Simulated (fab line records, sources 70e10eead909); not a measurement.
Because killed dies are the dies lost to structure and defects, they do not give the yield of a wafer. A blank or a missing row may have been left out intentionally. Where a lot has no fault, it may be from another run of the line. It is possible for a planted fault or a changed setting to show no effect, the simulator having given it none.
The tool behind it: which one? + flow nandHarc + 12 lots, 36 wafers sampled, at 1 step of a route of 1302

== WHAT THE GAUGES SHOWED, per wafer ==
NHARC_A_M1_CD_MEAS_09: the cd target is 120 nm.
| lot  | measured     | on       | cdNm (nm)         |
|------|--------------|----------|-------------------|
| L074 | day 23 16:04 | cdSem-03 | 120.1 119.3 120.2 |
| L076 | day 23 21:00 | cdSem-01 | 120.4 119.0 119.4 |
| L079 | day 24 05:59 | cdSem-02 | 119.7 120.6 120.5 |
| L081 | day 25 16:39 | cdSem-01 | 121.1 120.4 120.6 |
| L083 | day 27 01:31 | cdSem-02 | 120.8 120.4 119.6 |
| L085 | day 27 11:56 | cdSem-03 | 120.9 120.9 120.9 |
| L088 | day 28 14:31 | cdSem-01 | 120.6 120.5 120.1 |
| L089 | day 29 07:48 | cdSem-03 | 120.2 119.1 119.3 |
| L091 | day 30 00:47 | cdSem-02 | 121.0 121.5 120.7 |
| L092 | day 30 21:40 | cdSem-02 | 119.7 119.7 119.5 |
| L096 | day 31 16:57 | cdSem-01 | 120.4 121.7 119.9 |
| L097 | day 32 14:04 | cdSem-02 | 120.0 119.6 120.2 |

== TOOL THAT RAN EACH LOT (tool first, then ch and the chambers of the sampled wafers, then the start) ==
Before these readings, the record contains no process step.

== THE ANSWER, worked out from the rows above alone ==
Rule: the lots themselves supply what counts as usual. Put in order of their means at a reading, lots are off if they are a third of the lots or fewer, leave a main group of 4 or more, and stand apart from it by a gap of 3 or more times the standard deviation of the main group's means; of several such gaps the widest counts. A main group whose means are all the same, to the digits that the tables above print for the reading, isn't used. Also off: a lot with no number at a reading for which 4 or more lots have one. All remaining lots with rows at the step are treated as sound.
None of the lots is off at any reading shown; this tells nothing.

== WHAT WAS PUT IN BY THE SIMULATOR ==
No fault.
